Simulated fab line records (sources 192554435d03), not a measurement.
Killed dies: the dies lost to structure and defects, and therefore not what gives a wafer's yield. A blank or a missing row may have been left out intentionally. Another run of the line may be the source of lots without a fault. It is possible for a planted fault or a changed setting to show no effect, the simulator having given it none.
Chamber matching || flow n5-finfet || N5_BEOL_M6_ALD_77 on ald-metal-03: 4 sister chambers
The step deposits TaN, target thk 2 nm, pulse time 2 s, purge time 3 s. 16 wafers are shown with their chamber, then 8 later ones without.

## WAFERS PAIRED WITH THEIR CHAMBERS
{"wafer": "L076.1", "chamber": 3, "heater-power-w (W)": 458, "mfc-carrier-sccm (sccm)": 1502}
{"wafer": "L076.2", "chamber": 2, "heater-power-w (W)": 419, "mfc-carrier-sccm (sccm)": 1504}
{"wafer": "L076.6", "chamber": 0, "heater-power-w (W)": 503, "mfc-carrier-sccm (sccm)": 1502}
{"wafer": "L087.2", "chamber": 0, "heater-power-w (W)": 498, "mfc-carrier-sccm (sccm)": 1504}
{"wafer": "L087.5", "chamber": 3, "heater-power-w (W)": 451, "mfc-carrier-sccm (sccm)": 1504}
{"wafer": "L087.6", "chamber": 0, "heater-power-w (W)": 485, "mfc-carrier-sccm (sccm)": 1502}
{"wafer": "L091.1", "chamber": 0, "heater-power-w (W)": 501, "mfc-carrier-sccm (sccm)": 1501}
{"wafer": "L091.4", "chamber": 3, "heater-power-w (W)": 456, "mfc-carrier-sccm (sccm)": 1497}
{"wafer": "L091.6", "chamber": 2, "heater-power-w (W)": 425, "mfc-carrier-sccm (sccm)": 1505}
{"wafer": "L092.2", "chamber": 1, "heater-power-w (W)": 399, "mfc-carrier-sccm (sccm)": 1501}
{"wafer": "L092.3", "chamber": 2, "heater-power-w (W)": 424, "mfc-carrier-sccm (sccm)": 1498}
{"wafer": "L092.6", "chamber": 1, "heater-power-w (W)": 394, "mfc-carrier-sccm (sccm)": 1500}
{"wafer": "L090.1", "chamber": 3, "heater-power-w (W)": 471, "mfc-carrier-sccm (sccm)": 1504}
{"wafer": "L090.3", "chamber": 2, "heater-power-w (W)": 413, "mfc-carrier-sccm (sccm)": 1503}
{"wafer": "L090.5", "chamber": 3, "heater-power-w (W)": 471, "mfc-carrier-sccm (sccm)": 1502}
{"wafer": "L093.1", "chamber": 3, "heater-power-w (W)": 463, "mfc-carrier-sccm (sccm)": 1501}

SIGNATURES (averages over the wafers above)
{"reading": "heater-power-w", "chamber 0": 496.75, "chamber 1": 396.50, "chamber 2": 420.25, "chamber 3": 461.67, "scatter within a chamber": 7.28}
{"reading": "mfc-carrier-sccm", "chamber 0": 1502.25, "chamber 1": 1500.50, "chamber 2": 1502.50, "chamber 3": 1501.67, "scatter within a chamber": 2.37}
Rule: for a wafer and a chamber, the distance is found by dividing, reading by reading, the gap between the wafer's reading and the chamber's mean by the reading's scatter, squaring, summing and taking the root. The wafer belongs to the nearest chamber; if the next one is less than 2 further off, it can't be placed. The scatter: the root of (the sum of the squares of (reading less its chamber's mean) over the shown wafers, divided by (wafers less chambers)).

## WAFERS WHOSE CHAMBER IS MISSING
{"wafer": "L093.3", "heater-power-w (W)": 396, "mfc-carrier-sccm (sccm)": 1497}
{"wafer": "L093.5", "heater-power-w (W)": 465, "mfc-carrier-sccm (sccm)": 1499}
{"wafer": "L095.1", "heater-power-w (W)": 431, "mfc-carrier-sccm (sccm)": 1498}
{"wafer": "L095.4", "heater-power-w (W)": 506, "mfc-carrier-sccm (sccm)": 1495}
{"wafer": "L095.6", "heater-power-w (W)": 405, "mfc-carrier-sccm (sccm)": 1503}
{"wafer": "L097.1", "heater-power-w (W)": 464, "mfc-carrier-sccm (sccm)": 1499}
{"wafer": "L097.3", "heater-power-w (W)": 384, "mfc-carrier-sccm (sccm)": 1501}
{"wafer": "L097.6", "heater-power-w (W)": 388, "mfc-carrier-sccm (sccm)": 1502}

## CHAMBER TAKEN BY EACH
{"wafer": "L093.3", "from the rows above": 1, "in truth": 1}
{"wafer": "L093.5", "from the rows above": 3, "in truth": 3}
{"wafer": "L095.1", "from the rows above": 2, "in truth": 2}
{"wafer": "L095.4", "from the rows above": 0, "in truth": 0}
{"wafer": "L095.6", "from the rows above": "can't be placed: 1 or 2", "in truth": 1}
{"wafer": "L097.1", "from the rows above": 3, "in truth": 3}
{"wafer": "L097.3", "from the rows above": 1, "in truth": 1}
{"wafer": "L097.6", "from the rows above": 1, "in truth": 1}
Correctly placed: 7 of 8. From these rows, 1 cannot be placed; in 1 the true chamber is one of the candidates. Number placed wrongly: 0.
